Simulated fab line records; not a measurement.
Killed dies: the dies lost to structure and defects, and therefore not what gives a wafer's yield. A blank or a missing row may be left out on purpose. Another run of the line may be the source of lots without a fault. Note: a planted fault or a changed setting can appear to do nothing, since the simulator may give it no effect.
Which tool was responsible? | flow nandHarc | 6 lots with 18 wafers sampled at 5 steps, on a route of 1159 steps

## WHAT THE GAUGES READ, wafer by wafer
NHARC_END_SORT_01.
lot  | measured     | on        | killedAtArray
L396 | day 22 01:44 | prober-01 | 13 16 17
L397 | day 22 18:03 | prober-02 | 18 24 25

## WHAT TOOL EACH LOT RAN ON (gives the tool, then ch and the chambers of the sampled wafers, and finally the start)
lot  | NHARC_A_CONTACT_ETCH_138           | NHARC_THIN_TSV_DEGAS_49     | NHARC_THIN_TSV_ETCH_36           | NHARC_THIN_TSV_STRIP_56
L385 | harCapEtch-03 ch 0,1, day 17 10:28 | pvdSputter-02, day 19 00:28 | rieMetal-01 ch 0, day 19 04:04   | plasmaAsher-01 ch 0,1, day 19 04:19
L390 | harCapEtch-03 ch 0,1, day 18 19:04 | pvdSputter-01, day 20 09:41 | rieMetal-01 ch 0,1, day 20 13:23 | plasmaAsher-02 ch 0,1, day 20 13:29
L393 | harCapEtch-03 ch 0,1, day 19 08:46 | pvdSputter-01, day 20 20:25 | rieMetal-01 ch 0,1, day 21 00:19 | plasmaAsher-01 ch 0,1, day 21 00:30
L396 | harCapEtch-03 ch 0,1, day 19 19:26 | pvdSputter-03, day 21 14:07 | rieMetal-02 ch 0,1, day 21 17:41 | plasmaAsher-02 ch 0,1, day 21 17:47
L397 | harCapEtch-01 ch 0,1, day 20 10:15 | pvdSputter-03, day 22 07:25 | rieMetal-03 ch 0,1, day 22 11:05 | plasmaAsher-01 ch 0,1, day 22 11:11
L404 | harCapEtch-01 ch 0,1, day 22 08:35 | pvdSputter-02, day 23 20:49 | rieMetal-03 ch 0,1, day 24 00:30 | plasmaAsher-01 ch 0,1, day 24 00:37
- NHARC_A_CONTACT_ETCH_138: etches the open film in C4F8/O2/Ar, time 132 s, target depth 1289 nm.
- NHARC_THIN_TSV_DEGAS_49: time 120 s.
- NHARC_THIN_TSV_ETCH_36: etches the open film in Cl2/BCl3, target depth 65 nm, time 18.571 s.
- NHARC_THIN_TSV_STRIP_56: strips in O2.

## THE ANSWER, worked out from the rows above alone
Rule: the lots themselves supply what counts as usual. Put in order of their means at a reading, lots are off if they are a third of the lots or fewer, leave a main group of 4 or more, and stand apart from it by a gap of 3 or more times the standard deviation of the main group's means; of several such gaps the widest counts. The tables above print the reading to a certain number of digits; a main group whose means all agree to those digits is not used. Also off: a lot with no number at a reading for which 4 or more lots have one. The other lots that the step has rows for count as sound.
None of the lots is off at any reading shown; this tells nothing.

## WHAT THE SIMULATOR HAD INSERTED
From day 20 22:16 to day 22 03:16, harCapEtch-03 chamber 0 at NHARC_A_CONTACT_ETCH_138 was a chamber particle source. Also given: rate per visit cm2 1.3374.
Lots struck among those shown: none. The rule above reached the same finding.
